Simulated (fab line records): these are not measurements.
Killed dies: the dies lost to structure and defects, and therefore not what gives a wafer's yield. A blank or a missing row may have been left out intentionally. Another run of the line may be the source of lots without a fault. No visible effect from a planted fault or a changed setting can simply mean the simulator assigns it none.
Matching of chambers || flow n5Finfet || aldMetal-01 running N5_HKMG_FIN_ALD_36: 4 sister chambers
The step deposits TiN, target thk 1 nm, pulse time 1 s, purge time 3 s. 20 wafers are shown with their chamber, then 10 later ones without.

== WAFERS, EACH WITH ITS CHAMBER ==
{"wafer": "L074.2", "chamber": 1, "heaterPowerW (W)": 781, "precursorPulseHeightRel": 0.975}
{"wafer": "L074.4", "chamber": 3, "heaterPowerW (W)": 922, "precursorPulseHeightRel": 1.015}
{"wafer": "L074.6", "chamber": 1, "heaterPowerW (W)": 765, "precursorPulseHeightRel": 1.012}
{"wafer": "L078.1", "chamber": 1, "heaterPowerW (W)": 763, "precursorPulseHeightRel": 0.996}
{"wafer": "L078.2", "chamber": 2, "heaterPowerW (W)": 912, "precursorPulseHeightRel": 0.995}
{"wafer": "L078.3", "chamber": 3, "heaterPowerW (W)": 892, "precursorPulseHeightRel": 1.008}
{"wafer": "L078.4", "chamber": 0, "heaterPowerW (W)": 735, "precursorPulseHeightRel": 0.991}
{"wafer": "L078.5", "chamber": 2, "heaterPowerW (W)": 919, "precursorPulseHeightRel": 1.017}
{"wafer": "L078.6", "chamber": 3, "heaterPowerW (W)": 911, "precursorPulseHeightRel": 0.981}
{"wafer": "L084.3", "chamber": 2, "heaterPowerW (W)": 890, "precursorPulseHeightRel": 0.979}
{"wafer": "L084.5", "chamber": 1, "heaterPowerW (W)": 749, "precursorPulseHeightRel": 1.032}
{"wafer": "L084.6", "chamber": 2, "heaterPowerW (W)": 908, "precursorPulseHeightRel": 0.985}
{"wafer": "L089.2", "chamber": 0, "heaterPowerW (W)": 755, "precursorPulseHeightRel": 0.968}
{"wafer": "L089.3", "chamber": 3, "heaterPowerW (W)": 895, "precursorPulseHeightRel": 0.988}
{"wafer": "L089.5", "chamber": 3, "heaterPowerW (W)": 887, "precursorPulseHeightRel": 0.986}
{"wafer": "L090.4", "chamber": 3, "heaterPowerW (W)": 875, "precursorPulseHeightRel": 0.991}
{"wafer": "L090.5", "chamber": 2, "heaterPowerW (W)": 917, "precursorPulseHeightRel": 0.952}
{"wafer": "L090.6", "chamber": 3, "heaterPowerW (W)": 916, "precursorPulseHeightRel": 0.994}
{"wafer": "L091.2", "chamber": 1, "heaterPowerW (W)": 733, "precursorPulseHeightRel": 0.979}
{"wafer": "L091.4", "chamber": 0, "heaterPowerW (W)": 746, "precursorPulseHeightRel": 1.003}

SIGNATURES (averages over the wafers above)
{"reading": "heaterPowerW", "chamber 0": 745.33, "chamber 1": 758.20, "chamber 2": 909.20, "chamber 3": 899.71, "scatter within a chamber": 15.4}
{"reading": "precursorPulseHeightRel", "chamber 0": 0.98733, "chamber 1": 0.99880, "chamber 2": 0.98560, "chamber 3": 0.99471, "scatter within a chamber": 0.0194}
Rule: for each reading, subtract the chamber's mean from the wafer's reading, divide by that reading's scatter and square the result; add these up over the readings and take the root, which gives the wafer's distance from the chamber. If the next closest chamber is less than 2 further off than the closest, the wafer can't be placed; otherwise it belongs to the closest. The scatter: take each reading less its chamber's mean, square it, sum over the shown wafers, divide by the number of wafers less the number of chambers, and take the root.

== WAFERS MISSING THEIR CHAMBER ==
{"wafer": "L091.6", "heaterPowerW (W)": 918, "precursorPulseHeightRel": 1.002}
{"wafer": "L096.1", "heaterPowerW (W)": 753, "precursorPulseHeightRel": 1.023}
{"wafer": "L096.2", "heaterPowerW (W)": 901, "precursorPulseHeightRel": 0.997}
{"wafer": "L096.3", "heaterPowerW (W)": 897, "precursorPulseHeightRel": 1.020}
{"wafer": "L096.4", "heaterPowerW (W)": 748, "precursorPulseHeightRel": 1.028}
{"wafer": "L096.5", "heaterPowerW (W)": 916, "precursorPulseHeightRel": 0.991}
{"wafer": "L096.6", "heaterPowerW (W)": 752, "precursorPulseHeightRel": 0.985}
{"wafer": "L097.1", "heaterPowerW (W)": 753, "precursorPulseHeightRel": 1.000}
{"wafer": "L097.2", "heaterPowerW (W)": 892, "precursorPulseHeightRel": 0.981}
{"wafer": "L097.4", "heaterPowerW (W)": 753, "precursorPulseHeightRel": 1.001}

== EACH ONE'S CHAMBER ==
{"wafer": "L091.6", "from the rows above": "can't be placed: 2 or 3", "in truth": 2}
{"wafer": "L096.1", "from the rows above": "can't be placed: 1 or 0", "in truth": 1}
{"wafer": "L096.2", "from the rows above": "can't be placed: 3 or 2", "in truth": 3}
{"wafer": "L096.3", "from the rows above": "can't be placed: 3 or 2", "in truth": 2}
{"wafer": "L096.4", "from the rows above": "can't be placed: 1 or 0", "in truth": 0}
{"wafer": "L096.5", "from the rows above": "can't be placed: 2 or 3", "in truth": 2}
{"wafer": "L096.6", "from the rows above": "can't be placed: 0 or 1", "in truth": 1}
{"wafer": "L097.1", "from the rows above": "can't be placed: 1 or 0", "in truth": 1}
{"wafer": "L097.2", "from the rows above": "can't be placed: 3 or 2", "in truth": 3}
{"wafer": "L097.4", "from the rows above": "can't be placed: 1 or 0", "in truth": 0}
Correctly placed: 0 of 10. Not placeable from these rows: 10 (in 10, the candidates include the true chamber). Wrongly placed: 0.
